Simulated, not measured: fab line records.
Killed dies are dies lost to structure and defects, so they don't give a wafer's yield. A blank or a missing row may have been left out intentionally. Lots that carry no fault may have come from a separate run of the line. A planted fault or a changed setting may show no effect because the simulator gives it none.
Problem report in the 8D (eight disciplines) form, filled by code    flow nandHarc    the parts of the form that need people (team, actions taken, sign-off) are left out

== 1. THE ISSUE ==
At NHARC_END_SORT_01, killedAtArray averages 676 over 6 wafers from 2 lots, while fault-free wafers read 28, standard deviation 8.6. That puts it +75 standard deviations away from the usual mean.
Earliest sighting: wafer L604.2 on prober-01 at day 21 13:43. Wafers with a number at this step in the record: 39, from 13 lots. Rule for "out", or "out of limits": more than 4 standard deviations from the usual mean. Any other wafer with a number is counted as sound.

== 2. WHAT IT IS, WHAT IT ISN'T ==
question                     is                         is not
which readings at this step  killedAtArray, killedDies  killedAtOther, killedAtPeriphery, killedShort
which lots                   L604, L606                 L595, L597, L600, L603, L609, L611, L612, L613, L614, L615, L616
which wafers of those lots   all that have a number     -
read on which gauges         prober-01                  prober-02
when                         from day 21 13:43          up to then (12 sound wafers); but 21 sound wafers of L609, L611, L612, L613, L614, L615, L616 came after

== 3. WHAT RULES OUT EACH SUSPECT ==
Counting: any tool at a process step up to the reading is kept as a suspect provided that every lot that is out went through it and no sound lot did after the first of them.
- the gauge at NHARC_END_SORT_01: kept. All the wafers that are out were read on prober-01, and no step on other tools shows them out.
- rieDiel-10 at NHARC_A_CHANNEL_HOLE_D1_ETCH_38 (etches the open film in CF4, target depth 39 nm, time 65 s): ruled out as a lasting fault. Sound lots L614, L612 ran on it after its first lot that is out, L604 (day 10 12:16).
Remaining after the count: prober-01 at NHARC_END_SORT_01.

== 4. THE CAUSE (what the simulator had put in) ==
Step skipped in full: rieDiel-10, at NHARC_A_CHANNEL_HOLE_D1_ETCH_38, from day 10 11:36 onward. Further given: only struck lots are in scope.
Counting ruled it out, wrongly: the rule takes a fault to strike every lot that its tool runs from its start on, and this one did not.

== 5. THE CHAIN OF EFFECTS, in route order ==
Rows list readings where the struck wafers' mean (over those with a number) sits beyond 3 standard deviations from the usual. Scope: only readings with a usual standard deviation given in the record; hours: median across lots of the time from each lot's start at the first step in this table that gives one to its start at this step; sigmas: change in usual standard deviations.
hours  step               reading        usual  on struck wafers  change  sigmas
0      NHARC_END_SORT_01  killedAtArray  28     676               +648    +75
0      NHARC_END_SORT_01  killedDies     32     677               +645    +74
Readings that are blank on the struck wafers while sound wafers have them: biasW at NHARC_A_CHANNEL_HOLE_D1_ETCH_38; cf4FlowSccm at NHARC_A_CHANNEL_HOLE_D1_ETCH_38; drypumpMotorCurrentA at NHARC_A_CHANNEL_HOLE_D1_ETCH_38; oesProductAu at NHARC_A_CHANNEL_HOLE_D1_ETCH_38; rfVppV at NHARC_A_CHANNEL_HOLE_D1_ETCH_38; showerheadPlenumPTorr at NHARC_A_CHANNEL_HOLE_D1_ETCH_38; throttleValvePct at NHARC_A_CHANNEL_HOLE_D1_ETCH_38.

== 6. HOW IT WOULD HAVE BEEN CAUGHT EARLIER ==
In this record the first reading out of limits at a measuring or inspecting step was taken at day 21 13:43, 266 hours after the fault began at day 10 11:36.
At NHARC_A_CHANNEL_HOLE_D1_ETCH_38 the tool's readings are blank on the struck wafers, where sound wafers have them: an empty tool record is the first sign, and it was there at once.
